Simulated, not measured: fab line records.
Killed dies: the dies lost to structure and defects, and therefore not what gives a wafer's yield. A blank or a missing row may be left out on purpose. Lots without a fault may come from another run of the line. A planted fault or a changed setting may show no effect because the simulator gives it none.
Problem report, 8D (eight disciplines) form, completed by code | flow n5-finfet | the parts of the form that need people (team, actions taken, sign-off) are left out

## 1. PROBLEM STATEMENT
At N5_BEOL_M2_COAT_05, spin-speed-rpm averages 1418.1 rpm over 6 wafers from 2 lots, while fault-free wafers read 1500.1 rpm, standard deviation 0.91. Relative to the usual mean, that is a shift of -90 standard deviations.
The step: resist thk 30 nm.
The first sign was on wafer L540.1 at day 7 02:16, on litho-track-01. At this step, 12 wafers from 4 lots have a number in the record. By rule, "out" or "out of limits" means more than 4 standard deviations away from the usual mean. The other wafers with a number count as sound.

## 2. WHAT IT IS, WHAT IT ISN'T
question                    | is                     | is not
which readings at this step | spin-speed-rpm         | dispense-pressure-kPa
which lots                  | L540, L541             | L555, L558
which wafers of those lots  | all that have a number | -
read on which tools         | litho-track-01         | litho-track-02
when                        | from day 7 02:16       | up to then (0 sound wafers); but 6 sound wafers of L555, L558 came after

## 3. THE SUSPECTS, EACH WITH WHAT RULES IT OUT
Counting: a tool at any process step up to the reading remains a suspect when it ran all the lots that are out and ran no sound lot after the first of those.
- litho-track-01 at N5_BEOL_M2_COAT_05 (resist thk 30 nm): ruled out as a lasting fault. After its first lot that is out, L540 (day 7 02:16), sound lots L558 ran on it.
Left after counting: nothing in the record.

## 4. THE CAUSE (what the simulator had put in)
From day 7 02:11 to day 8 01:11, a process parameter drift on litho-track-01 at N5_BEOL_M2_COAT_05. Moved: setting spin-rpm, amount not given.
Counting ruled it out, wrongly.

## 5. THE EFFECT CHAIN, in route order
Each row: a reading where the mean over the struck wafers with a number is more than 3 standard deviations away from the usual. Readings are gone through only where the record gives a usual standard deviation; hours: the median, over the lots, of the time from a lot's start at the first step in this table giving one to that lot's start at this step; sigmas: the change measured in usual standard deviations.
hours | step               | reading        | usual      | on struck wafers | change | sigmas
0     | N5_BEOL_M2_COAT_05 | spin-speed-rpm | 1500.1 rpm | 1418.1           | -82.0  | -90
It contains these process steps:
- N5_BEOL_M2_COAT_05: resist thk 30 nm.
Later steps that measure or inspect, where all struck wafers having a row at the step show a number for every such reading and not one has moved that far: N5_BEOL_M4_RC_MEAS_101.

## 6. WHAT WOULD HAVE CAUGHT IT SOONER
The fault began at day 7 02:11; the first out-of-limits reading in this record came at day 7 02:16, 0 hours later.
